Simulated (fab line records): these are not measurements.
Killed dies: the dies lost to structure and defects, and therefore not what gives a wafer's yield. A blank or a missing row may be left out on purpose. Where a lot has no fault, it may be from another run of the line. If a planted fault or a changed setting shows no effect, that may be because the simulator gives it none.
fab line records | flow nandHarc
[record] lots = 24 wafers = 72 lastDay = 33
route steps=1302 shown P_STI@96 P_GATE@143 P_M0@265 P_M1@306
lots untouched by any fault: they come from a run of this same line in which no faults occurred
startH: the number of hours between the record's first day and the start of the first shown wafer of the lot | waitH: time in hours since the lot's previous step | " repeats the value in the row above | L1.1+2: a single row standing in for several wafers | - either no value or no given start | * or withheld: withheld | < > ~ a bound
route shown NAME@n: a module of which the file shows steps, and the number in the route of the first | usual: mean/standard deviation taken from wafers without a fault | same: alike in all rows | chamber/n: place in a boat | sites: readings site by site | _std_site: standard deviation of those values | _edge_site: the outer-site mean with the inner-site mean subtracted | radiusMm: for every site, how far away it sits from the centre of the wafer | mask NAME#n: copy n | behind: the most recent tool/chamber to have shaped the wafer | hold: cause of the lot's hold/its duration in hours/its outcome | device: names the non-switching transistor (n, p or np) | end of line: the route-end tests of the same wafers | step lacking rows: just its recipe | killed: at the first sort, the dies lost to defects and structure; wafer yield is something else | map: the dies of a wafer, with x for killed, . for not killed, _ for no die there
set.NAME: the setting as run; set.NAME@STEP: as run at that earlier step | model.NAME: the simulator's own value behind a step, which no gauge read
one table for each step of the route and one row for each wafer, over a sample of lots
services: the hour from which a tool's chamber was out of use, counted from the record's first day as startH (under 0 if before that day), plus the number of hours and why
[[steps]]
[step NHARC_P_STI_OCD_MEAS_43]
[usual] trenchDepthNm = 301/4 trenchFootCdNm = 157.0/1.7
// columns lot.wafer tool chamber startH waitH trenchDepthNm trenchFootCdNm
L074.1 ocd-02 - 46.47 - 305 157.0
L074.2 " - " " 306 156.2
L074.6 " - " " 304 155.3
L075.2 ocd-01 - 55.51 - 307 158.2
L075.3 " - " " 305 158.6
L075.4 " - " " 304 159.3
L076.1 ocd-01 - 65.79 - 304 158.4
L076.2 " - " " 306 155.9
L076.5 " - " " 301 157.0
L077.2 ocd-01 - 79.32 - 305 154.2
L077.4 " - " " 299 156.6
L077.6 " - " " 303 157.3
L078.2 ocd-02 - 85.96 - 300 157.4
L078.3 " - " " 302 157.7
L078.6 " - " " 299 160.0
L079.1 ocd-02 - 93.96 - 306 158.4
L079.2 " - " " 302 156.8
L079.5 " - " " 302 157.2
L080.3 ocd-02 - 107.52 - 300 157.4
L080.5 " - " " 296 160.6
L080.6 " - " " 303 155.9
L081.1 ocd-01 - 115.37 - 309 155.4
L081.3 " - " " 303 155.9
L081.6 " - " " 305 156.6
L082.1 ocd-02 - 124.33 - 302 156.9
L082.3 " - " " 298 159.3
L082.5 " - " " 298 156.5
L083.1 ocd-01 - 135.38 - 301 157.2
L083.2 " - " " 299 159.7
L083.5 " - " " 302 151.9
L084.3 ocd-02 - 147.36 - 304 158.8
L084.5 " - " " 301 158.2
L084.6 " - " " 305 157.9
L085.3 ocd-01 - 155.23 - 305 158.3
L085.5 " - " " 304 156.0
L085.6 " - " " 296 160.4
L086.2 ocd-02 - 165.57 - 305 157.1
L086.3 " - " " 298 157.6
L086.6 " - " " 300 156.5
L087.1 ocd-01 - 176.41 - 296 157.3
L087.5 " - " " 294 159.6
L087.6 " - " " 294 158.7
L088.4 ocd-02 - 184.30 - 299 154.1
L088.5 " - " " 300 156.4
L088.6 " - " " 304 155.4
L089.1 ocd-01 - 195.21 - 303 154.8
L089.3 " - " " 306 153.8
L089.4 " - " " 295 156.1
L090.2 ocd-02 - 204.10 - 301 160.8
L090.3 " - " " 298 158.2
L090.6 " - " " 302 158.4
L091.2 ocd-02 - 214.06 - 300 155.2
L091.3 " - " " 300 154.8
L091.6 " - " " 300 156.2
L092.1 ocd-02 - 226.10 - 297 159.9
L092.5 " - " " 303 156.0
L092.6 " - " " 303 155.2
L093.2 ocd-01 - 236.12 - 298 155.7
L093.3 " - " " 301 159.1
L093.5 " - " " 301 156.5
L094.1 ocd-01 - 246.63 - 302 155.7
L094.3 " - " " 305 155.5
L094.6 " - " " 306 157.7
L095.1 ocd-01 - 257.37 - 291 158.2
L095.4 " - " " 303 158.0
L095.5 " - " " 297 157.1
L096.1 ocd-02 - 264.55 - 299 156.2
L096.3 " - " " 307 158.3
L096.4 " - " " 302 156.4
L097.2 ocd-02 - 275.59 - 300 155.7
L097.4 " - " " 295 158.6
L097.5 " - " " 295 156.3
[step NHARC_P_GATE_INSPECT_28]
[usual] rawDefectCount = 6.1/2.8
// columns lot.wafer tool chamber startH waitH rawDefectCount
L074.1 defectInspect-01 - 103.69 0.0 8
L074.2 " - " " 5
L074.6 " - " " 7
L075.2 defectInspect-02 - 108.57 0.0 5
L075.3 " - " " 6
L075.4 " - " " 6
L076.1 defectInspect-02 - 114.49 0.0 6
L076.2 " - " " 9
L076.5 " - " " 8
L077.2 defectInspect-02 - 131.04 0.0 2
L077.4 " - " " 10
L077.6 " - " " 4
L078.2 defectInspect-02 - 139.82 0.0 2
L078.3 " - " " 4
L078.6 " - " " 8
L079.1 defectInspect-01 - 142.39 0.0 11
L079.2 " - " " 10
L079.5 " - " " 3
L081.1 defectInspect-01 - 160.58 0.0 6
L081.3 " - " " 5
L081.6 " - " " 13
L080.3 defectInspect-01 - 160.74 0.0 4
L080.5 " - " " 7
L080.6 " - " " 6
L082.1 defectInspect-01 - 172.29 0.0 9
L082.3 " - " " 4
L082.5 " - " " 10
L083.1 defectInspect-02 - 185.96 0.0 6
L083.2 " - " " 3
L083.5 " - " " 5
L084.3 defectInspect-01 - 199.50 0.0 5
L084.5 " - " " 6
L084.6 " - " " 7
L085.3 defectInspect-01 - 202.85 0.0 6
L085.5 " - " " 4
L085.6 " - " " 7
L086.2 defectInspect-02 - 220.65 0.0 3
L086.3 " - " " 2
L086.6 " - " " 9
L088.4 defectInspect-01 - 242.69 0.0 7
L088.5 " - " " 5
L088.6 " - " " 8
L087.1 defectInspect-01 - 242.87 0.0 4
L087.5 " - " " 5
L087.6 " - " " 9
L089.1 defectInspect-01 - 243.33 0.0 13
L089.3 " - " " 7
L089.4 " - " " 4
L090.2 defectInspect-02 - 258.13 0.0 9
L090.3 " - " " 9
L090.6 " - " " 3
L091.2 defectInspect-02 - 265.96 0.0 11
L091.3 " - " " 6
L091.6 " - " " 5
L092.1 defectInspect-02 - 278.87 0.0 7
L092.5 " - " " 3
L092.6 " - " " 3
L093.2 defectInspect-02 - 282.64 0.0 2
L093.3 " - " " 2
L093.5 " - " " 6
L094.1 defectInspect-01 - 297.51 0.0 4
L094.3 " - " " 7
L094.6 " - " " 3
L095.1 defectInspect-01 - 307.75 0.0 13
L095.4 " - " " 10
L095.5 " - " " 6
L096.1 defectInspect-02 - 311.85 0.0 10
L096.3 " - " " 4
L096.4 " - " " 11
L097.2 defectInspect-01 - 328.14 0.0 4
L097.4 " - " " 6
L097.5 " - " " 4
[step NHARC_P_GATE_RTA_80]
[recipe] tempC = 300 timeS = 30
[usual] wafer_temp_C_max = 301.2/0.39
// columns lot.wafer tool chamber startH waitH wafer_temp_C_max
L074.1 rtpAnneal-02 0 121.36 - 301.2
L074.2 " 0 " " 301.4
L074.6 " 0 " " 301.2
L075.2 rtpAnneal-02 0 126.50 - 300.7
L075.3 " 0 " " 301.4
L075.4 " 0 " " 301.8
L076.1 rtpAnneal-01 0 132.01 - 300.8
L076.2 " 0 " " 301.1
L076.5 " 0 " " 301.4
L077.2 rtpAnneal-02 0 149.11 - 301.6
L077.4 " 0 " " 301.3
L077.6 " 0 " " 300.9
L078.2 rtpAnneal-02 0 157.35 - 301.1
L078.3 " 0 " " 301.3
L078.6 " 0 " " 301.5
L079.1 rtpAnneal-02 0 162.14 - 301.0
L079.2 " 0 " " 301.0
L079.5 " 0 " " 301.3
L080.3 rtpAnneal-02 0 178.32 - 301.5
L080.5 " 0 " " 301.3
L080.6 " 0 " " 301.7
L081.1 rtpAnneal-01 0 179.16 - 301.2
L081.3 " 0 " " 301.3
L081.6 " 0 " " 301.0
L082.1 rtpAnneal-02 0 189.88 - 301.8
L082.3 " 0 " " 301.4
L082.5 " 0 " " 302.3
L083.1 rtpAnneal-02 0 203.74 - 301.3
L083.2 " 0 " " 301.4
L083.5 " 0 " " 302.2
L084.3 rtpAnneal-02 0 217.36 - 301.3
L084.5 " 0 " " 301.6
L084.6 " 0 " " 301.6
L085.3 rtpAnneal-01 0 220.41 - 300.9
L085.5 " 0 " " 301.0
L085.6 " 0 " " 300.6
L086.2 rtpAnneal-01 0 238.36 - 300.9
L086.3 " 0 " " 300.9
L086.6 " 0 " " 300.9
L088.4 rtpAnneal-01 0 260.66 - 301.1
L088.5 " 0 " " 301.0
L088.6 " 0 " " 301.1
L087.1 rtpAnneal-02 0 261.35 - 301.2
L087.5 " 0 " " 301.2
L087.6 " 0 " " 301.6
L089.1 rtpAnneal-01 0 262.20 - 300.4
L089.3 " 0 " " 300.8
L089.4 " 0 " " 301.0
L090.2 rtpAnneal-01 0 275.88 - 301.4
L090.3 " 0 " " 301.0
L090.6 " 0 " " 301.0
L091.2 rtpAnneal-01 0 285.79 - 300.9
L091.3 " 0 " " 300.9
L091.6 " 0 " " 300.8
L092.1 rtpAnneal-02 0 296.41 - 301.5
L092.5 " 0 " " 301.1
L092.6 " 0 " " 301.8
L093.2 rtpAnneal-01 0 300.68 - 301.3
L093.3 " 0 " " 300.9
L093.5 " 0 " " 301.0
L094.1 rtpAnneal-02 0 315.00 - 301.2
L094.3 " 0 " " 301.3
L094.6 " 0 " " 300.8
L095.1 rtpAnneal-02 0 325.25 - 301.7
L095.4 " 0 " " 301.6
L095.5 " 0 " " 301.7
L096.1 rtpAnneal-02 0 329.38 - 301.4
L096.3 " 0 " " 301.2
L096.4 " 0 " " 301.7
L097.2 rtpAnneal-01 0 345.93 - 300.3
L097.4 " 0 " " 300.7
L097.5 " 0 " " 300.2
[step NHARC_P_M0_INSPECT_11]
[usual] rawDefectCount = 4.2/2.3
// columns lot.wafer tool chamber startH waitH rawDefectCount
L074.1 defectInspect-02 - 127.93 0.0 9
L074.2 " - " " 5
L074.6 " - " " 3
L075.2 defectInspect-02 - 132.90 0.0 3
L075.3 " - " " 2
L075.4 " - " " 3
L076.1 defectInspect-01 - 139.03 0.0 1
L076.2 " - " " 8
L076.5 " - " " 3
L077.2 defectInspect-02 - 156.03 0.0 3
L077.4 " - " " 2
L077.6 " - " " 6
L078.2 defectInspect-01 - 163.77 0.0 5
L078.3 " - " " 7
L078.6 " - " " 6
L079.1 defectInspect-02 - 168.92 0.0 3
L079.2 " - " " 4
L079.5 " - " " 0
L080.3 defectInspect-02 - 184.92 0.0 3
L080.5 " - " " 10
L080.6 " - " " 3
L081.1 defectInspect-01 - 185.70 0.0 2
L081.3 " - " " 6
L081.6 " - " " 2
L082.1 defectInspect-01 - 196.60 0.0 4
L082.3 " - " " 1
L082.5 " - " " 5
L083.1 defectInspect-02 - 210.44 0.0 2
L083.2 " - " " 4
L083.5 " - " " 9
L084.3 defectInspect-01 - 224.02 0.0 5
L084.5 " - " " 4
L084.6 " - " " 3
L085.3 defectInspect-02 - 226.89 0.0 3
L085.5 " - " " 2
L085.6 " - " " 0
L086.2 defectInspect-02 - 245.19 0.0 5
L086.3 " - " " 8
L086.6 " - " " 9
L088.4 defectInspect-01 - 267.00 0.0 5
L088.5 " - " " 5
L088.6 " - " " 3
L087.1 defectInspect-01 - 267.91 0.0 6
L087.5 " - " " 1
L087.6 " - " " 3
L089.1 defectInspect-01 - 268.76 0.0 3
L089.3 " - " " 4
L089.4 " - " " 7
L090.2 defectInspect-02 - 282.53 0.0 3
L090.3 " - " " 4
L090.6 " - " " 2
L091.2 defectInspect-02 - 292.33 0.0 4
L091.3 " - " " 2
L091.6 " - " " 13
L092.1 defectInspect-02 - 302.97 0.0 0
L092.5 " - " " 1
L092.6 " - " " 5
L093.2 defectInspect-01 - 307.08 0.0 4
L093.3 " - " " 4
L093.5 " - " " 3
L094.1 defectInspect-01 - 321.61 0.0 2
L094.3 " - " " 5
L094.6 " - " " 5
L095.1 defectInspect-01 - 331.71 0.0 7
L095.4 " - " " 5
L095.5 " - " " 3
L096.1 defectInspect-02 - 336.21 0.0 2
L096.3 " - " " 4
L096.4 " - " " 3
L097.2 defectInspect-02 - 352.98 0.0 6
L097.4 " - " " 7
L097.5 " - " " 5
[step NHARC_P_M0_PVD_20]
[recipe] targetThkA = 50 biasV = 168.6 powerW = 15000 chamberPressurePa = 0.12 timeS = 8.06 substrateTempC = 50 material = TaN
[usual] throttleValvePct = 29.9/1.1
// columns lot.wafer tool chamber startH waitH throttleValvePct
L074.2 pvdSputter-03 - - - 30.4
L074.1 " - " " 28.2
L074.6 " - " " 30.0
L075.3 pvdSputter-03 - - - 28.1
L075.2 " - " " 28.2
L075.4 " - " " 30.9
L076.1 pvdSputter-01 - - - 29.9
L076.2 " - " " 29.0
L076.5 " - " " 30.6
L077.4 pvdSputter-01 - - - 30.4
L077.2 " - " " 29.7
L077.6 " - " " 30.6
L078.2 pvdSputter-01 - - - 31.6
L078.3 " - " " 29.9
L078.6 " - " " 28.8
L079.2 pvdSputter-01 - - - 29.1
L079.1 " - " " 31.7
L079.5 " - " " 29.7
L080.3 pvdSputter-03 - - - 28.6
L080.5 " - " " 28.5
L080.6 " - " " 29.2
L081.3 pvdSputter-01 - - - 31.7
L081.1 " - " " 30.7
L081.6 " - " " 28.9
L082.3 pvdSputter-02 - - - 30.9
L082.1 " - " " 29.7
L082.5 " - " " 29.8
L083.1 pvdSputter-01 - - - 29.9
L083.2 " - " " 28.7
L083.5 " - " " 30.7
L084.3 pvdSputter-02 - - - 30.2
L084.5 " - " " 30.1
L084.6 " - " " 30.9
L085.3 pvdSputter-02 - - - 29.7
L085.5 " - " " 30.5
L085.6 " - " " 30.1
L086.2 pvdSputter-01 - - - 27.8
L086.3 " - " " 30.8
L086.6 " - " " 28.0
L088.4 pvdSputter-03 - - - 28.3
L088.5 " - " " 28.8
L088.6 " - " " 30.4
L087.1 pvdSputter-01 - - - 31.3
L087.6 " - " " 29.9
L087.5 " - " " 27.8
L089.3 pvdSputter-03 - - - 28.6
L089.1 " - " " 28.4
L089.4 " - " " 29.1
L090.3 pvdSputter-01 - - - 30.2
L090.2 " - " " 30.6
L090.6 " - " " 30.0
L091.3 pvdSputter-03 - - - 29.2
L091.2 " - " " 30.4
L091.6 " - " " 28.5
L092.1 pvdSputter-01 - - - 30.5
L092.6 " - " " 29.8
L092.5 " - " " 28.0
L093.2 pvdSputter-02 - - - 31.2
L093.3 " - " " 30.3
L093.5 " - " " 31.2
L094.1 pvdSputter-02 - - - 29.9
L094.3 " - " " 30.3
L094.6 " - " " 31.4
L095.1 pvdSputter-03 - - - 28.3
L095.4 " - " " 29.0
L095.5 " - " " 28.6
L096.1 pvdSputter-02 - - - 31.5
L096.3 " - " " 30.2
L096.4 " - " " 29.9
L097.4 pvdSputter-01 - - - 28.3
L097.2 " - " " 30.5
L097.5 " - " " 27.7
[step NHARC_P_M1_PRE_CLEAN_30]
[recipe] timeS = 30 tempC = 280 gas = H2/He
[usual] heaterPowerW = 419/51
// columns lot.wafer tool chamber startH waitH heaterPowerW
L074.2 pvdSputter-01 - - - 507
L074.1 " - " " 518
L074.6 " - " " 488
L075.2 pvdSputter-02 - - - 420
L075.4 " - " " 364
L075.3 " - " " 416
L076.2 pvdSputter-02 - - - 438
L076.1 " - " " 374
L076.5 " - " " 415
L077.2 pvdSputter-02 - - - 426
L077.4 " - " " 380
L077.6 " - " " 362
L078.2 pvdSputter-01 - - - 518
L078.3 " - " " 453
L078.6 " - " " 506
L079.2 pvdSputter-01 - - - 514
L079.1 " - " " 435
L079.5 " - " " 502
L080.3 pvdSputter-03 - - - 412
L080.6 " - " " 360
L080.5 " - " " 355
L081.3 pvdSputter-02 - - - 427
L081.1 " - " " 425
L081.6 " - " " 386
L082.1 pvdSputter-02 - - - 417
L082.3 " - " " 369
L082.5 " - " " 422
L083.2 pvdSputter-02 - - - 413
L083.1 " - " " 363
L083.5 " - " " 435
L084.3 pvdSputter-03 - - - 413
L084.6 " - " " 412
L084.5 " - " " 422
L085.3 pvdSputter-02 - - - 424
L085.6 " - " " 360
L085.5 " - " " 389
L086.3 pvdSputter-01 - - - 482
L086.2 " - " " 523
L086.6 " - " " 484
L088.4 pvdSputter-03 - - - 370
L088.5 " - " " 418
L088.6 " - " " 359
L087.1 pvdSputter-01 - - - 459
L087.6 " - " " 493
L087.5 " - " " 530
L089.3 pvdSputter-01 - - - 452
L089.4 " - " " 493
L089.1 " - " " 534
L090.3 pvdSputter-01 - - - 534
L090.2 " - " " 457
L090.6 " - " " 523
L091.3 pvdSputter-03 - - - 358
L091.2 " - " " 415
L091.6 " - " " 357
L092.1 pvdSputter-03 - - - 361
L092.5 " - " " 372
L092.6 " - " " 410
L093.2 pvdSputter-03 - - - 416
L093.3 " - " " 353
L093.5 " - " " 358
L094.1 pvdSputter-02 - - - 383
L094.3 " - " " 421
L094.6 " - " " 398
L095.4 pvdSputter-03 - - - 354
L095.1 " - " " 422
L095.5 " - " " 362
L096.4 pvdSputter-02 - - - 362
L096.3 " - " " 433
L096.1 " - " " 425
L097.4 pvdSputter-02 - - - 413
L097.2 " - " " 380
L097.5 " - " " 413
[[services]]
// columns tool chamber startH hours kind
pvdSputter-02 - 104.00 10.0 pm
pvdSputter-01 - 141.20 0.8 repair
pvdSputter-03 - 153.36 22.0 repair
pvdSputter-03 - 175.37 10.0 pm
pvdSputter-01 - 226.00 10.0 pm
pvdSputter-02 - 273.81 3.4 repair
pvdSputter-01 - 275.33 1.6 repair
pvdSputter-02 - 282.00 10.0 pm
pvdSputter-03 - 353.37 10.0 pm
[[key]]
fault none
